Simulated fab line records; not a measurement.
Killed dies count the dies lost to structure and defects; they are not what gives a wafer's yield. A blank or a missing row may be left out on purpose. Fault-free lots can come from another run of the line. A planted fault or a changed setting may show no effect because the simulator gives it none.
Split-lot trial | flow n5_finfet | 21 wafers read from 7 lots, route of 1938 steps

ON THE SPLIT
At N5_PASSIVATION_PASS_ETCH_74 (etches SiNx in CF4/O2, target depth 220 nm, time 110 s), the setting source_w was moved away from the recipe's 535 W on 4 of the 21 wafers read, by -14.5% to +15.8%. The other wafers ran this setting at the recipe's value.

The reading comes from the split's own step.

THE READING
rf_vpp_V, in V, at N5_PASSIVATION_PASS_ETCH_74 (etches SiNx in CF4/O2, target depth 220 nm, time 110 s). Fault-free wafers of this fab line usually give 241.3 V, standard deviation 2.1 V.

wafer  | tool, chamber at the split | source_w as run, W | against the recipe | rf_vpp_V, V | against lot-mates on the recipe
L077.3 | rie_diel-03, 1             | 535                | recipe             | 243.3       | -
L077.4 | rie_diel-03, 2             | 535                | recipe             | 244.2       | -
L077.6 | rie_diel-03, 2             | 535                | recipe             | 243.1       | -
L074.2 | rie_diel-06, 3             | 535                | recipe             | 241.8       | -
L074.3 | rie_diel-06, 1             | 535                | recipe             | 240.9       | -
L074.4 | rie_diel-06, 2             | 535                | recipe             | 235.2       | -
L080.1 | rie_diel-01, 3             | 535                | recipe             | 241.4       | -
L080.3 | rie_diel-01, 1             | 502.9              | -6.0%              | 245.3       | +5.6
L080.5 | rie_diel-01, 1             | 535                | recipe             | 238.0       | -
L082.1 | rie_diel-03, 1             | 619.6              | +15.8%             | 225.6       | -17.6
L082.2 | rie_diel-03, 0             | 535                | recipe             | 242.9       | -
L082.3 | rie_diel-03, 2             | 535                | recipe             | 243.5       | -
L087.2 | rie_diel-01, 3             | 535                | recipe             | 240.9       | -
L087.5 | rie_diel-01, 2             | 535                | recipe             | 242.4       | -
L087.6 | rie_diel-01, 1             | 535                | recipe             | 238.2       | -
L095.2 | rie_diel-01, 1             | 457.2              | -14.5%             | 258.8       | +21.9
L095.4 | rie_diel-01, 2             | 457.2              | -14.5%             | 263.9       | +27.0
L095.5 | rie_diel-01, 1             | 535                | recipe             | 236.9       | -
L096.2 | rie_diel-01, 3             | 535                | recipe             | 241.8       | -
L096.4 | rie_diel-01, 1             | 535                | recipe             | 237.7       | -
L096.6 | rie_diel-01, 3             | 535                | recipe             | 241.2       | -

FIT RESULTS
A straight line over all 21 wafers: rf_vpp_V changes by -1.21 V for each +1% of source_w; r = -0.93; the points scatter about the line by 2.9 V.
The same after taking each lot's own level away (the mean of its wafers on the recipe; 21 wafers): -1.43 V for each +1%; r = -0.96; scatter 2.5 V.
On that fit, the largest move of source_w shifts the reading by 23 V.
The lots' own levels span 236.90 to 243.53 V, that is 3.2 times the standard deviation above.
Thus the slope moves with the lot-to-lot level: the two fits are different.
Check: with one of the wafers moved furthest among these (+15.8%) left out of the fit, the line predicts -26 V for it against its lot-mates. It came out at -17.6 V against them.
Tool readings at the split's step, against how far the setting was moved: rf_vpp_V r = -0.93.

OTHER SPLITS APPLIED TO THESE WAFERS
Note: prior to the reading, these wafers also went through further splits. Each is held against what the fit with the lots' levels taken away leaves over:
other split on the same wafers | wafers away from the commonest value | r with rf_vpp_V (lot level and that fit taken away)
N5_BEOL_M12_EXPOSE_07 dose_mj  | 8                                    | -0.21
N5_BEOL_M14_ETCH_68 time_s     | 8                                    | -0.27
N5_BEOL_M15_PEB_26 peb_temp_c  | 8                                    | -0.04
N5_MIM_BOT_ETCH_ETCH_04 time_s | 8                                    | -0.10

THE WHOLE CHAIN: every reading that the file lists as answering this split, in the file's order
step                        | what it does                                           | reading                                                               | change (the file's fit)               | r (the file's)
N5_PASSIVATION_PASS_ETCH_74 | etches SiNx in CF4/O2, target depth 220 nm, time 110 s | rf_vpp_V                                                              | -1.34 V for each +1% of the setting   | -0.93
N5_PASSIVATION_PASS_ETCH_74 | etches SiNx in CF4/O2, target depth 220 nm, time 110 s | etch.depth_nm (the simulator's own value, which no gauge read)        | +1.87 nm for each +1% of the setting  | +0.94
N5_PASSIVATION_PASS_ETCH_74 | etches SiNx in CF4/O2, target depth 220 nm, time 110 s | TV_OPEN.cd_offset_nm (the simulator's own value, which no gauge read) | -0.104 nm for each +1% of the setting | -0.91

THE FILE'S OWN FIT
rf_vpp_V changes by -1.34 V for each +1% of source_w, r = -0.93.
